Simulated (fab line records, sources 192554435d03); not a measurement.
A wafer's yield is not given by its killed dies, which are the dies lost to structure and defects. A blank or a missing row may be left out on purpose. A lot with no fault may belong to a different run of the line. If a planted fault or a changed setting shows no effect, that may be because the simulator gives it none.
Struck lot and sound lot, side by side -- flow n5Finfet -- 15 out of 1938 route steps
Sound: these wafers, L846.3, L846.4, L846.6. The struck wafers were L835.1, L835.6. At the end, the cause is stated.
Order at every step that has rows: each side's tool, ch and its chambers, its first start. Under that, the readings that differ: sound wafers -- struck wafers -- difference of the means -- sigmas: that difference in standard deviations of wafers without a fault.
alike: readings whose means differ by less than 2 such deviations, and words and numbers that are the same on both sides. not compared: withheld readings, readings that some wafer has no value for, bounds like >300 that may hide the same value, and numbers for which the record gives no deviation and whose values overlap.
A row with sigmas, a row that says differs or no value, or rows on one side alone: a step with any of these is where the two part. Numbers that don't overlap but have no deviation are shown without sigmas and don't part them. Lack of a reading on every wafer of one side parts them only where that side has two or more wafers.

first, 6 steps without rows for these wafers: N5_MOL_CONTACT_COAG_COAT_78 (resist thk 40 nm); N5_MOL_CONTACT_COAG_EBR_80; N5_MOL_CONTACT_COAG_SOFTBAKE_79 (time 60 s); N5_MOL_CONTACT_COAG_EXPOSE_81 (exposes mask VG, defocus 0 nm); N5_MOL_CONTACT_COAG_PEB_82 (peb time 60 s); N5_MOL_CONTACT_COAG_DEVELOP_83 (develop time 30 s).
N5_MOL_CONTACT_COAG_CD_MEAS_84: the cd target is 25.1 nm.
  sound on cdSem-01 ch 0, day 10 14:26; struck on cdSem-03 ch 0, day 7 22:53
  alike: cdNm
N5_MOL_CONTACT_COAG_OVL_MEAS_85:
  sound on overlay-02 ch 0, day 10 14:29; struck on overlay-02 ch 0, day 7 22:55
  alike: VG_OVL
N5_MOL_CONTACT_COAG_INSPECT_57: inspects for defects (brightfield).
  sound on defectInspect-02 at day 10 14:32; struck on defectInspect-01 at day 7 22:59
  alike: rawDefectCount
N5_MOL_CONTACT_COAG_DESCUM_88: chemistry O2, time 7 s.
  sound on rieDiel-06 ch 0,1,3, day 10 14:34; struck on rieDiel-01 ch 2,3, day 7 23:26
  alike: drypumpMotorCurrentA, oesProductAu, rfVppV, showerheadPlenumPTorr, throttleValvePct
  not compared: rfHoursCounterH
N5_MOL_CONTACT_COAG_ETCH_89: etches underlayer in N2/H2, target depth 13 nm, time 10.4 s.
  sound on rieDiel-06 ch 0,1,3, day 10 14:36; struck on rieDiel-01 ch 2,3, day 7 23:29
  alike: drypumpMotorCurrentA, etchRfOnTimeS, n2FlowSccm, oesProductAu, rfVppV, showerheadPlenumPTorr, throttleValvePct
  not compared: rfHoursCounterH
N5_MOL_CONTACT_COAG_ETCH_90: etches SiARC in CF4, target depth 13 nm, time 21.7 s.
  sound on rieDiel-06 ch 0,1,3, day 10 14:37; struck on rieDiel-01 ch 2,3, day 7 23:30
  alike: drypumpMotorCurrentA, etchRfOnTimeS, oesProductAu, rfVppV, showerheadPlenumPTorr, throttleValvePct
  not compared: rfHoursCounterH
N5_MOL_CONTACT_COAG_ALD_131: deposits SiO2, target thk 5 nm, pulse time 1 s, co reactant pulse time 1 s.
  sound on aldSin-02 ch 1,2,3, day 10 14:42; struck on aldSin-01 ch 0,3, day 8 00:30
reading,sound,struck,difference,sigmas
aldCycles,35 35 35,57 57,+22,
model.SiO2_of_MOL_CONTACT_COAG_ALD_131.thkNm (nm),5 5 5,8.2 8.2,+3.2,
  alike: heaterPowerW, precursorPulseHeightRel
  not compared: sinceWetCleanH
N5_MOL_CONTACT_COAG_ETCHBACK_132: etches SiO2 in CHF3, target depth 10 nm, time 6.7 s.
  sound on rieDiel-06 ch 0,1,3, day 10 14:53; struck on rieDiel-02 ch 0,3, day 8 00:46
  alike: CHF3_flow_sccm, drypumpMotorCurrentA, oesProductAu, rfVppV, showerheadPlenumPTorr, throttleValvePct
  not compared: rfHoursCounterH
-- the record jumps here: 8 days lie between the struck wafers' starts before and after (it left off in module MOL_CONTACT_COAG and takes up again in module PASSIVATION, whose first step shown is number 1936 of the route) --
N5_PASSIVATION_PROBE_49:
  sound on prober-01 at day 18 21:04; struck on prober-02 at day 16 05:01
reading,sound,struck,difference,sigmas
killedAtContacts,19 9 14,1109 1102,+1092,+99 or more
killedDies,103 110 132,1180 1180,+1065,+59
killedOnRim,17 12 21,152 152,+135,+33
  alike: killed_at_M0_to_M3, killed_at_M4_up, killedAtFrontEnd, killedAtOther, killedOpen, killedShort

== WHERE THEY PART ==
Within this record, at N5_PASSIVATION_PROBE_49 only.

WHY: what had been put in by the simulator
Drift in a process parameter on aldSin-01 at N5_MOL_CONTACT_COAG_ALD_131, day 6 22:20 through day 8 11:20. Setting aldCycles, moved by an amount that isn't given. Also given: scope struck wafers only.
